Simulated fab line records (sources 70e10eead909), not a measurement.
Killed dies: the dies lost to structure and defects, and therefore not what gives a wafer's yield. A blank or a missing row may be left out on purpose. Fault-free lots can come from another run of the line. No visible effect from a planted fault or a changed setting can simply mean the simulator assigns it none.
fab line records    flow nand_harc
record: lots: 11  wafers: 33  last_day: 32
route steps=1302 shown A_BLC@1125 A_M0@1151 END@1302
lots with no fault: from the same line, run without faults
start_h: start of the lot's first displayed wafer, in hours after the record's first day    wait_h: hours from the lot's prior step to this one    " the same as in the row above    L1.1+2: a single row standing in for several wafers    - either no value or no given start    * or withheld: withheld    < > ~ a bound
route shown NAME@n: NAME is a module with steps in the file, n the number in the route of the first one    usual: the fault-free wafers' mean and standard deviation    same: alike in all rows    chamber/n: place in a boat    sites: per-site readings    _std_site: standard deviation of those values    _edge_site: outer sites' mean less inner sites'    radius_mm: for every site, how far away it sits from the centre of the wafer    mask NAME#n: copy n    behind: the tool/chamber that last shaped the wafer    hold: the reason the lot was held/the length of the hold in hours/how it ended    device: the n, p or np transistor that did not switch    end of line: tests run on the same wafers once the route is complete    a step without rows: its recipe alone    killed: count of dies lost to structure and defects at first sort (not the wafer's yield)    map: a wafer's dies, x killed, . not, _ none there
set.NAME: the run value of the setting; set.NAME@STEP: its run value at that earlier step    model.NAME: the simulator's own value behind a step, which no gauge read
route steps across a sampled set of lots; one table per step, one row per wafer
services: the hour from which a tool's chamber was out of use, counted from the record's first day as start_h (under 0 if before that day), plus the number of hours and why
== steps ==
step: NHARC_A_BLC_STRIP_29
recipe: cf4_flow_sccm: 150  ar_flow_sccm: 0  bias_w: 0  chemistry: CF4
usual: drypump_motor_current_A: 5.8/0.35  oes_product_au: 1.002/0.0087  rf_vpp_V: 59.4/0.87  showerhead_plenum_p_Torr: 1.79/0.074  throttle_valve_pct: 13.285/0.01
same: bias_w: 0
lot.wafer  tool         chamber  start_h  wait_h  drypump_motor_current_A  oes_product_au  rf_hours_counter_h  rf_vpp_V  showerhead_plenum_p_Torr  throttle_valve_pct
L625.1     rie_diel-03  3        525.55   0.1     6.1                      1.006           6                   59.5      1.66                      13.287
L625.3     "            1        "        "       5.8                      1.001           5                   58.3      1.75                      13.284
L625.4     "            2        "        "       6.2                      1.001           6                   61.0      1.87                      13.287
L627.1     rie_diel-05  3        533.20   0.1     5.7                      1.004           8                   61.4      1.85                      13.310
L627.2     "            0        "        "       6.2                      1.008           7                   58.8      1.81                      13.283
L627.3     "            1        "        "       5.3                      0.999           8                   58.4      1.83                      13.281
L626.4     rie_diel-03  0        536.35   0.1     5.7                      0.997           5                   58.2      1.73                      13.297
L626.3     "            2        "        "       6.3                      1.009           7                   59.7      1.87                      13.277
L626.6     "            3        "        "       6.1                      1.006           -                   59.3      1.66                      13.283
L629.3     rie_diel-05  1        568.14   0.1     5.3                      0.994           11                  60.5      1.83                      13.273
L629.2     "            2        "        "       5.8                      1.000           11                  59.2      1.88                      13.286
L629.6     "            1        "        "       5.3                      0.995           -                   59.6      1.83                      13.268
L631.3     rie_diel-05  0        574.18   0.1     6.2                      1.017           11                  60.1      1.80                      13.295
L631.1     "            3        "        "       5.7                      1.003           12                  59.9      1.85                      13.284
L631.6     "            1        "        "       5.3                      0.998           -                   60.2      1.83                      13.275
L632.1     rie_diel-05  1        574.52   0.1     5.3                      1.017           12                  60.9      1.83                      13.276
L632.3     "            2        "        "       5.8                      0.999           12                  60.9      1.88                      13.282
L632.5     "            1        "        "       5.3                      0.994           -                   59.0      1.83                      13.272
L633.1     rie_diel-03  3        631.01   0.1     6.1                      1.005           14                  58.4      1.66                      13.290
L633.4     "            2        "        "       6.3                      1.007           14                  60.2      1.87                      13.290
L633.5     "            3        "        "       6.1                      1.002           -                   58.9      1.65                      13.285
L641.4     rie_diel-05  3        693.05   0.1     5.7                      0.998           6                   60.4      1.85                      13.268
L641.1     "            0        "        "       6.2                      0.997           5                   60.0      1.80                      13.278
L641.5     "            1        "        "       5.3                      0.978           -                   59.8      1.83                      13.281
L643.3     rie_diel-03  3        708.93   0.1     6.1                      1.018           4                   59.1      1.65                      13.262
L643.6     "            3        "        "       6.1                      1.013           -                   60.2      1.65                      13.291
L643.5     "            0        "        "       5.7                      1.016           -                   58.6      1.72                      13.281
L647.4     rie_diel-05  3        723.62   0.1     5.7                      1.006           8                   60.8      1.85                      13.292
L647.2     "            1        "        "       5.3                      0.991           8                   59.9      1.83                      13.302
L647.5     "            0        "        "       6.2                      0.986           -                   58.4      1.80                      13.280
L645.1     rie_diel-01  3        726.44   0.1     5.1                      1.005           49                  60.3      1.81                      13.298
L645.2     "            0        "        "       5.7                      0.994           59                  58.9      1.69                      13.303
L645.3     "            1        "        "       5.1                      0.999           55                  61.2      1.88                      13.295
step: NHARC_A_BLC_CVD_24
recipe: target_thk_a: 1500  temp_c: 300  pressure_torr: 40  wf6_flow_sccm: 40  h2_flow_sccm: 1600  ar_flow_sccm: 1560  time_s: 434  material: W
usual: heater_power_w: 490/74  throttle_valve_pct: 8.09/0.16
lot.wafer  tool      chamber  start_h  wait_h  heater_power_w  throttle_valve_pct
L625.1     cvd_w-01  0        -        -       413             8.14
L625.3     "         1        "        "       446             8.08
L625.4     "         0        "        "       413             8.01
L627.1     cvd_w-02  1        -        -       586             8.17
L627.2     "         0        "        "       535             8.12
L627.3     "         0        "        "       532             7.79
L626.4     cvd_w-01  1        -        -       448             7.95
L626.3     "         0        "        "       413             8.06
L626.6     "         1        "        "       453             8.29
L629.2     cvd_w-01  1        -        -       424             7.98
L629.3     "         1        "        "       428             8.15
L629.6     "         0        "        "       406             8.04
L631.1     cvd_w-01  0        -        -       406             7.89
L631.3     "         1        "        "       436             7.57
L631.6     "         1        "        "       427             7.82
L632.1     cvd_w-02  0        -        -       528             7.77
L632.3     "         0        "        "       526             7.97
L632.5     "         0        "        "       539             8.12
L633.1     cvd_w-01  1        -        -       439             7.84
L633.4     "         0        "        "       407             8.11
L633.5     "         1        "        "       437             7.97
L641.1     cvd_w-01  0        -        -       414             8.03
L641.4     "         1        "        "       419             8.03
L641.5     "         0        "        "       409             8.07
L643.3     cvd_w-02  0        -        -       529             8.40
L643.5     "         1        "        "       597             8.15
L643.6     "         0        "        "       518             8.01
L647.2     cvd_w-01  1        -        -       412             7.95
L647.4     "         0        "        "       409             8.10
L647.5     "         1        "        "       435             7.99
L645.2     cvd_w-02  0        -        -       522             8.07
L645.1     "         1        "        "       596             8.18
L645.3     "         1        "        "       596             8.11
step: NHARC_A_M0_ETCH_34
recipe: target_depth_a: 400  overetch_a: 120  time_s: 43.94  ion_energy_ev: 200  n2_flow_sccm: 150  h2_flow_sccm: 150  ar_flow_sccm: 0  rf_w: 400  bias_w: 150  chemistry: N2/H2
usual: bias_w: 149.9/0.46  drypump_motor_current_A: 5.7/0.4  oes_product_au: 0.999/0.008  rf_vpp_V: 431.9/1.7  run_length_s: 65.2/0.34  showerhead_plenum_p_Torr: 2.09/0.06  throttle_valve_pct: 14.170/0.0084
lot.wafer  tool         chamber  start_h  wait_h  bias_w  drypump_motor_current_A  oes_product_au  rf_hours_counter_h  rf_vpp_V  run_length_s  showerhead_plenum_p_Torr  throttle_valve_pct
L625.1     rie_diel-08  1        528.56   0.1     150.3   5.7                      0.993           7.3                 432.9     65.2          2.13                      14.180
L625.3     "            2        "        "       149.9   5.5                      1.000           7.3                 432.5     65.4          2.10                      14.165
L625.4     "            3        "        "       149.5   6.3                      0.995           8.4                 434.0     65.4          2.18                      14.162
L627.3     rie_diel-08  1        536.38   0.1     149.5   5.7                      0.997           7.4                 432.8     65.2          2.13                      14.173
L627.2     "            3        "        "       149.8   6.3                      0.985           8.5                 434.3     65.3          2.18                      14.172
L627.1     "            0        "        "       149.7   5.8                      1.003           7.7                 430.5     65.3          2.06                      14.169
L626.4     rie_diel-08  3        539.41   0.1     149.6   6.2                      0.991           8.6                 435.1     65.5          2.18                      14.177
L626.3     "            0        "        "       150.5   5.9                      1.002           7.7                 429.8     65.4          2.06                      14.162
L626.6     "            3        "        "       148.6   6.3                      0.984           -                   432.3     65.5          2.18                      14.156
L629.3     rie_diel-13  0        571.21   0.1     149.0   5.8                      1.002           1.9                 429.5     65.5          1.97                      14.168
L629.2     "            2        "        "       149.9   6.2                      1.005           2.0                 429.1     65.1          1.94                      14.155
L629.6     "            1        "        "       149.2   4.9                      1.006           -                   428.9     64.7          1.95                      14.167
L631.1     rie_diel-08  3        577.12   0.1     150.0   6.2                      0.988           1.2                 433.2     65.6          2.18                      14.183
L631.3     "            2        "        "       150.1   5.5                      1.006           1.2                 431.1     64.8          2.10                      14.172
L631.6     "            0        "        "       150.6   5.9                      0.999           -                   432.1     65.3          2.06                      14.172
L632.1     rie_diel-09  0        577.67   0.2     149.7   5.0                      1.003           2.3                 429.9     64.9          2.09                      14.186
L632.3     "            2        "        "       149.7   5.2                      0.999           3.2                 428.9     66.0          2.04                      14.173
L632.5     "            0        "        "       149.6   5.0                      1.003           -                   432.4     65.4          2.09                      14.182
L633.1     rie_diel-08  2        634.09   0.1     150.7   5.5                      1.009           3.3                 432.8     65.2          2.10                      14.152
L633.4     "            1        "        "       149.7   5.7                      0.992           3.2                 434.7     65.4          2.13                      14.159
L633.5     "            2        "        "       150.8   5.5                      1.005           -                   434.3     65.0          2.10                      14.179
L641.1     rie_diel-08  3        696.10   0.1     150.6   6.3                      0.989           6.8                 434.2     65.3          2.17                      14.163
L641.4     "            1        "        "       -       5.8                      0.986           7.0                 431.4     52.9          2.13                      14.144
L641.5     "            3        "        "       150.0   6.3                      0.990           -                   432.8     65.5          2.17                      14.165
L643.3     rie_diel-08  2        712.02   0.1     150.4   5.5                      1.002           7.4                 434.5     65.1          2.10                      14.177
L643.5     "            0        "        "       149.4   5.9                      0.985           -                   431.5     65.3          2.06                      14.164
L643.6     "            1        "        "       -       5.7                      0.983           -                   432.7     53.1          2.13                      14.153
L647.4     rie_diel-09  3        726.70   0.1     150.0   5.9                      1.005           2.0                 431.6     64.5          2.02                      14.168
L647.2     "            2        "        "       149.7   5.1                      0.996           2.0                 431.8     65.5          2.04                      14.167
L647.5     "            0        "        "       149.9   5.0                      1.006           -                   431.1     65.0          2.09                      14.190
L645.3     rie_diel-09  0        729.37   0.1     150.0   5.0                      1.004           2.4                 431.7     65.0          2.09                      14.160
L645.1     "            1        "        "       150.3   6.2                      1.007           1.0                 430.4     65.9          2.07                      14.177
L645.2     "            3        "        "       149.9   5.9                      1.012           2.5                 429.8     64.6          2.02                      14.163
step: NHARC_A_M0_PVD_20
recipe: target_thk_a: 50  bias_v: 168.6  power_w: 15000  chamber_pressure_pa: 0.12  time_s: 8.06  substrate_temp_c: 50  material: TaN
usual: throttle_valve_pct: 30.1/0.85
lot.wafer  tool            chamber  start_h  wait_h  throttle_valve_pct
L625.1     pvd_sputter-01  -        -        -       29.7
L625.4     "               -        "        "       29.3
L625.3     "               -        "        "       29.7
L627.3     pvd_sputter-01  -        -        -       29.5
L627.1     "               -        "        "       32.4
L627.2     "               -        "        "       30.2
L626.3     pvd_sputter-01  -        -        -       29.6
L626.4     "               -        "        "       29.4
L626.6     "               -        "        "       30.2
L629.2     pvd_sputter-01  -        -        -       30.0
L629.3     "               -        "        "       29.6
L629.6     "               -        "        "       29.4
L631.1     pvd_sputter-03  -        -        -       30.4
L631.3     "               -        "        "       29.6
L631.6     "               -        "        "       29.8
L632.1     pvd_sputter-02  -        -        -       30.3
L632.3     "               -        "        "       28.5
L632.5     "               -        "        "       30.3
L633.1     pvd_sputter-03  -        -        -       30.2
L633.4     "               -        "        "       29.6
L633.5     "               -        "        "       29.8
L641.1     pvd_sputter-03  -        -        -       29.7
L641.4     "               -        "        "       29.9
L641.5     "               -        "        "       29.9
L643.3     pvd_sputter-02  -        -        -       30.0
L643.5     "               -        "        "       28.9
L643.6     "               -        "        "       30.9
L647.2     pvd_sputter-03  -        -        -       29.6
L647.4     "               -        "        "       30.4
L647.5     "               -        "        "       28.8
L645.1     pvd_sputter-02  -        -        -       30.1
L645.3     "               -        "        "       29.2
L645.2     "               -        "        "       30.9
step: NHARC_END_SORT_01
recipe: temp_c: 25
usual: defect_limited_yield: 92.0/2.6  killed_at_array: 50/17  killed_at_other: 0.7/1  killed_at_periphery: 3.4/2.4  killed_dies: 54/17  killed_open: 3.3/1.7  killed_short: 2.5/1.6  sort_bin_2_pct: 2.8/1.1  sort_bin_3_pct: 0.5/0.33  sort_bin_4_pct: 4.6/1.5  sort_n_pass: 623/17  sort_rim_yield_pct: 92/3.8  sort_yield_pct: 92.0/2.6
same: gross_dies: 677  sort_bin_5_pct[%]: 0  sort_bin_6_pct[%]: 0  sort_bin_7_pct[%]: 0  sort_bin_8_pct[%]: 0  sort_rim_n_gross: 106.00
lot.wafer  tool       chamber  start_h  wait_h  defect_limited_yield[%]  killed_at_array  killed_at_other  killed_at_periphery  killed_dies  killed_open  killed_short  sort_bin_2_pct[%]  sort_bin_3_pct[%]  sort_bin_4_pct[%]  sort_n_pass  sort_rim_yield_pct[%]  sort_yield_pct[%]
L643.3     prober-01  0        764.89   3.1     90.7                     58               0                5                    63           7            2             3.5                0.4                5.3                614          90                     90.7
L643.5     prober-01  0        766.50   3.7     90.3                     62               1                3                    66           7            2             3.4                0.3                6.1                611          90                     90.3
L643.6     prober-01  0        767.30   4.0     89.4                     72               0                0                    72           4            4             3.7                0.3                6.6                605          82                     89.4
killed by level:class
L643.3 A_SLIT:chamber_film_flake=29 A_CONTACT:chamber_film_flake=6 A_ZERO_WELL:chamber_film_flake=5 A_CHANNEL_HOLE_D1:chamber_film_flake=5 A_STAIRCASE:chamber_film_flake=4 P_ZERO_WELL:chamber_film_flake=2 A_CHANNEL_FILL_D2:chamber_film_flake=2 P_GATE:geometric_particle:open=1
L643.5 A_SLIT:chamber_film_flake=34 A_CONTACT:chamber_film_flake=11 A_CHANNEL_HOLE_D1:chamber_film_flake=8 P_CONTACT:geometric_particle:open=2 A_CHANNEL_FILL_D1:geometric_particle:open=2 A_CHANNEL_FILL_D2:chamber_film_flake=2 A_STAIRCASE:chamber_film_flake=2 P_M1:geometric_particle:open=1
L643.6 A_SLIT:chamber_film_flake=36 A_CHANNEL_HOLE_D1:chamber_film_flake=17 A_CONTACT:chamber_film_flake=5 A_STAIRCASE:chamber_film_flake=3 A_ONON_D1:geometric_particle:open=1 A_CHANNEL_FILL_D1:geometric_particle:short=1 A_CHANNEL_FILL_D1:geometric_particle:open=1 A_DECK1_JOINT:geometric_particle:short=1
== services ==
tool            chamber  start_h  hours  kind
rie_diel-08     -        501.68   0.7    repair
rie_diel-03     0        504.56   18.1   repair
pvd_sputter-02  -        515.26   1.6    repair
pvd_sputter-03  -        526.02   10.0   pm
rie_diel-08     2        534.86   2.9    repair
rie_diel-05     -        534.97   0.2    repair
rie_diel-08     -        544.80   9.0    pm
cvd_w-01        -        547.65   13.0   pm
rie_diel-05     -        560.94   0.1    repair
cvd_w-02        0        568.43   7.0    repair
rie_diel-05     -        583.60   9.0    pm
pvd_sputter-01  -        586.00   10.0   pm
rie_diel-08     -        620.62   0.9    repair
cvd_w-01        -        626.34   2.5    repair
cvd_w-02        -        631.20   13.0   pm
cvd_w-01        -        634.84   0.3    repair
rie_diel-03     -        635.38   9.0    pm
cvd_w-01        -        640.59   19.1   repair
rie_diel-05     0        660.61   9.7    repair
pvd_sputter-01  -        671.57   7.4    repair
pvd_sputter-03  -        704.02   10.0   pm
rie_diel-08     -        721.80   9.0    pm
cvd_w-01        -        728.65   13.0   pm
rie_diel-03     -        729.35   0.9    repair
== key ==
first_sign: step: NHARC_A_M0_ETCH_34  reading: run_length_s  direction: down  sigmas: 36  usual: *  struck: *
effect none on later readings
met_at NHARC_A_M0_ETCH_34
struck_lots L641,L643
struck_wafers L641.4,L643.6
not_acting_at NHARC_A_BLC_STRIP_29,NHARC_A_BLC_CVD_24,NHARC_A_M0_PVD_20
onset_between 634.09 696.10
fault: kind: process_parameter_drift  tool: rie_diel-08  chamber: 1  onset_h: 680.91  steps: NHARC_A_M0_ETCH_34  channel: time_s  offset: *  shape: step  end_h: 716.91  acts_in: *  stated: *
